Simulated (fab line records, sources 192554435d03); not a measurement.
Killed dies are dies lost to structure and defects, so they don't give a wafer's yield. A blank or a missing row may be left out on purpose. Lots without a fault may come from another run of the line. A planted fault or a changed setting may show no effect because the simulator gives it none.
Chamber matching | flow n5_finfet | N5_BEOL_M0_STRIP_104 on rie_diel-01: 4 sister chambers
The step strips in N2/H2. 8 wafers are shown with their chamber, then 10 later ones without.

WAFERS WITH THEIR CHAMBER
wafer  | chamber | showerhead_plenum_p_Torr (Torr) | throttle_valve_pct (%)
L082.6 | 0       | 2.71                            | 23.4
L084.1 | 1       | 2.65                            | 23.8
L084.3 | 3       | 2.49                            | 23.5
L086.1 | 0       | 2.70                            | 23.5
L086.2 | 1       | 2.65                            | 23.8
L089.6 | 3       | 2.48                            | 23.6
L090.1 | 2       | 2.62                            | 24.4
L090.5 | 2       | 2.62                            | 24.4

WAFERS WITHOUT THEIR CHAMBER
wafer  | showerhead_plenum_p_Torr (Torr) | throttle_valve_pct (%)
L090.6 | 2.48                            | 23.6
L091.1 | 2.62                            | 24.4
L091.2 | 2.64                            | 23.8
L091.4 | 2.70                            | 23.4
L095.1 | 2.69                            | 23.5
L095.3 | 2.47                            | 23.6
L095.6 | 2.69                            | 23.5
L096.1 | 2.47                            | 23.6
L096.3 | 2.61                            | 23.9
L096.4 | 2.69                            | 23.4

WHICH CHAMBER EACH WENT THROUGH
wafer  | from the rows above     | in truth
L090.6 | 3                       | 3
L091.1 | 2                       | 2
L091.2 | 1                       | 1
L091.4 | 0                       | 0
L095.1 | 0                       | 0
L095.3 | 3                       | 3
L095.6 | 0                       | 0
L096.1 | 3                       | 3
L096.3 | can't be placed: 1 or 2 | 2
L096.4 | 0                       | 0
Placed correctly: 9 of 10. Can't be placed from these rows: 1 (the true chamber is among the candidates in 1). Placed wrongly: 0.
How it was worked out, from the rows above alone: a wafer's distance from a chamber is the root of the sum, over the readings, of the square of ((its reading less the chamber's mean) divided by the reading's scatter). The wafer belongs to the nearest chamber; if the next one is less than 2 further off, it can't be placed. A chamber's mean is the mean of its shown wafers. The scatter: the root of (the sum of the squares of (reading less its chamber's mean) over the shown wafers, divided by (wafers less chambers)).
